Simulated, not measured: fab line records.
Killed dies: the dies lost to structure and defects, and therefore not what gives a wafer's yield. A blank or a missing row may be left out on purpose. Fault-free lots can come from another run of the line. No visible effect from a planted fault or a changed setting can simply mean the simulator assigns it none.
Which tool did it?    flow nand-harc    36 wafers from 12 lots sampled at 5 of the route's 1302 steps

## WHAT EACH GAUGE READ, for each wafer
NHARC_P_GATE_INSPECT_28. Usual: raw-defect-count 6, standard deviation 3.1.
lot   measured      on                 raw-defect-count  flag
L543  day 4 23:26   defect-inspect-01  8 7 7             
L544  day 5 15:28   defect-inspect-01  5 4 4             
L546  day 6 10:23   defect-inspect-02  4 5 11            
L549  day 7 10:30   defect-inspect-02  9 3 11            
L550  day 8 01:33   defect-inspect-01  1 9 6             
L552  day 8 23:22   defect-inspect-02  4 3 6             
L563  day 13 03:34  defect-inspect-01  7 6 13            
L564  day 13 15:32  defect-inspect-01  9 14 10           
L565  day 14 08:06  defect-inspect-02  6 6 3             
L566  day 14 07:55  defect-inspect-02  8 2 6             

NHARC_END_SORT_01. Usual: killed-at-array 57, standard deviation 20; killed-at-other 1.0, standard deviation 1.5; killed-at-periphery 3.5, standard deviation 2.5; killed-dies 62, standard deviation 21; killed-open 3.5, standard deviation 1.9; killed-short 2.4, standard deviation 1.6.
lot   measured      on         killed-at-array  killed-at-other  killed-at-periphery  killed-dies  killed-open  killed-short  flag
L559  day 30 14:16  prober-01  33 35 40         0 0 1            644 642 636          677 677 677  4 2 2        3 2 1         OFF
L560  day 32 13:10  prober-01  76 90 77         0 0 0            601 587 600          677 677 677  6 2 1        2 5 2         OFF

## EACH LOT AND THE TOOL THAT RAN IT (in order: tool; ch and the chambers of the sampled wafers; start)
lot   NHARC_P_STI_ETCH_31                            NHARC_P_STI_ETCH_15               NHARC_P_STI_CMP_21
L543  rie-diel-09 ch 0,1,3, day 2 18:56 or earlier   rie-si-05 ch 0,3, day 2 18:56     cmp-02 ch 0,1,3, day 3 13:31
L544  rie-diel-10 ch 1,3, day 3 06:44 or earlier     rie-si-05 ch 0,3, day 3 06:44     cmp-03 ch 0,3, day 4 03:53
L546  rie-diel-11 ch 1,2,3, day 4 02:41 or earlier   rie-si-05 ch 0,2,3, day 4 02:41   cmp-04 ch 0,3, day 4 22:04
L549  rie-diel-09 ch 2,3, day 5 07:25 or earlier     rie-si-05 ch 0,1, day 5 07:25     cmp-02 ch 0,2,3, day 6 02:59
L550  rie-diel-11 ch 2,3, day 5 18:56 or earlier     rie-si-06 ch 0,1,3, day 5 18:56   cmp-03 ch 1,2, day 6 15:04
L552  rie-diel-10 ch 0,2,3, day 6 15:14 or earlier   rie-si-06 ch 0,1, day 6 15:14     cmp-04 ch 0,1,2, day 7 11:48
L559  rie-diel-10 ch 0,2,3, day 9 11:25 or earlier   rie-si-06 ch 1,2, day 9 11:25     cmp-03 ch 0,3, day 10 08:56
L560  rie-diel-09 ch 1,3, day 9 22:40 or earlier     rie-si-06 ch 0,2,3, day 9 22:40   cmp-03 ch 0,1,3, day 11 01:07
L563  rie-diel-10 ch 0,3, day 11 00:10 or earlier    rie-si-01 ch 1,2, day 11 00:10    cmp-04 ch 1,2,3, day 11 21:34
L564  rie-diel-10 ch 2,3, day 11 14:56 or earlier    rie-si-05 ch 2,3, day 11 14:56    cmp-04 ch 1,3, day 12 08:47
L565  rie-diel-10 ch 0,1,2, day 12 00:37 or earlier  rie-si-06 ch 0,3, day 12 00:37    cmp-04 ch 1,2,3, day 12 21:18
L566  rie-diel-09 ch 0,2, day 12 11:04 or earlier    rie-si-06 ch 0,2,3, day 12 11:04  cmp-04 ch 1,2, day 13 04:35
- NHARC_P_STI_ETCH_31: etches the open film in CF4/CHF3, target depth 108.9 nm, time 54.5 s.
- NHARC_P_STI_ETCH_15: etches the open film in HBr/Cl2, target depth 300 nm, time 100.1 s.
- NHARC_P_STI_CMP_21: polishes, t overpolish 20 s, target thk 380.67 nm.

## WHAT THE TOOLS THEMSELVES READ (means of the sampled wafers that have a number; where no wafer has one, the mark that the record gives instead)
NHARC_P_STI_ETCH_31. Usual: drypump-motor-current-A 5.59 A, standard deviation 0.3; oes-product-au 0.965 a.u., standard deviation 0.017; rf-vpp-V 370.2 V, standard deviation 2; showerhead-plenum-p-Torr 1.56 Torr, standard deviation 0.055; throttle-valve-pct 16.802 %, standard deviation 0.0084.
lot   tool         drypump-motor-current-A (A)  oes-product-au (a.u.)  rf-vpp-V (V)  showerhead-plenum-p-Torr (Torr)  throttle-valve-pct (%)  flag
L543  rie-diel-09  5.62                         0.969                  370.0         1.57                             16.801                  
L544  rie-diel-10  5.30                         0.970                  369.3         1.52                             16.801                  
L546  rie-diel-11  5.62                         0.969                  371.1         1.56                             16.805                  
L549  rie-diel-09  5.91                         0.968                  372.4         1.61                             16.800                  
L550  rie-diel-11  5.53                         0.942                  369.0         1.52                             16.803                  
L552  rie-diel-10  5.52                         0.970                  370.0         1.57                             16.802                  
L559  rie-diel-10  5.53                         0.971                  370.4         1.57                             16.796                  
L560  rie-diel-09  5.76                         0.980                  369.7         1.58                             16.800                  
L563  rie-diel-10  5.59                         0.970                  369.6         1.56                             16.800                  
L564  rie-diel-10  5.61                         0.969                  369.1         1.54                             16.807                  
L565  rie-diel-10  5.30                         0.968                  371.3         1.56                             16.802                  
L566  rie-diel-09  5.81                         0.916                  371.3         1.59                             16.808                  

NHARC_P_STI_ETCH_15. Usual: drypump-motor-current-A 6.0 A, standard deviation 0.49; he-backside-leak-sccm 2.67 sccm, standard deviation 0.24; oes-product-au 1.000 a.u., standard deviation 0.0091; throttle-valve-pct 26.406 %, standard deviation 0.0097.
lot   tool       drypump-motor-current-A (A)  he-backside-leak-sccm (sccm)  oes-product-au (a.u.)  throttle-valve-pct (%)  flag
L543  rie-si-05  6.4                          2.35                          1.012                  26.415                  
L544  rie-si-05  6.1                          2.46                          1.002                  26.414                  
L546  rie-si-05  6.0                          2.52                          0.997                  26.400                  
L549  rie-si-05  6.0                          2.62                          0.994                  26.418                  
L550  rie-si-06  5.8                          2.73                          0.994                  26.413                  
L552  rie-si-06  6.0                          2.54                          0.996                  26.401                  
L559  rie-si-06  6.2                          2.68                          1.016                  26.403                  
L560  rie-si-06  6.1                          2.88                          1.002                  26.402                  
L563  rie-si-01  6.2                          2.52                          0.991                  26.414                  
L564  rie-si-05  6.2                          2.67                          0.996                  26.409                  
L565  rie-si-06  5.7                          2.91                          0.999                  26.417                  
L566  rie-si-06  6.1                          2.91                          1.001                  26.409                  

NHARC_P_STI_CMP_21. Usual: edge-zone-pressure-frac 1.000, standard deviation 0.0048; motor-current-A 12.0 A, standard deviation 1.1; overpolish-run-s 19.999 s, standard deviation 0.0089.
lot   tool    edge-zone-pressure-frac  motor-current-A (A)  overpolish-run-s (s)  flag
L543  cmp-02  1.002                    13.4                 20.003                
L544  cmp-03  1.006                    12.3                 19.990                
L546  cmp-04  0.997                    12.8                 20.000                
L549  cmp-02  1.000                    12.8                 19.992                
L550  cmp-03  0.998                    11.8                 19.998                
L552  cmp-04  1.004                    11.4                 20.002                
L559  cmp-03  -                        -                    -                     OFF
L560  cmp-03  -                        -                    -                     OFF
L563  cmp-04  1.001                    11.7                 20.001                
L564  cmp-04  0.995                    11.2                 20.005                
L565  cmp-04  1.003                    11.3                 20.006                
L566  cmp-04  1.000                    10.9                 20.002                

## THE ANSWER, worked out from the rows above alone
Rule: a lot counts as off when the mean over its wafers that have a number is more than 3 standard deviations away from the usual mean. Also off: a lot with no number at a reading for which 4 or more lots have one. All remaining lots with rows at the step are treated as sound. Order of review: gauges by route order, followed by the tools' own readings, for which a lot's mean as printed above is used. At the first step where some lot is off, the reading lying furthest off is the one used; lots without a number count as furthest.
Off: L559, L560, at NHARC_END_SORT_01 (killed-at-periphery). Neither off nor sound, because the step has no rows for them: L543, L544, L546, L549, L550, L552, L563, L564, L565, L566.
A tool fits if, at a process step before that reading, it ran every lot that is off, and no sound lot after the first of them. Not tried: the gauges at NHARC_END_SORT_01; whatever is off there is also off at NHARC_P_STI_CMP_21, on other tools, and gauge error can't account for it. With no start given for some of its lots, NHARC_P_STI_ETCH_31 uses the hours and lot order of NHARC_P_STI_ETCH_15. Can't be told from this: 2 tools fit, rie-si-06 at NHARC_P_STI_ETCH_15, cmp-03 at NHARC_P_STI_CMP_21.

## WHAT WAS PUT IN BY THE SIMULATOR
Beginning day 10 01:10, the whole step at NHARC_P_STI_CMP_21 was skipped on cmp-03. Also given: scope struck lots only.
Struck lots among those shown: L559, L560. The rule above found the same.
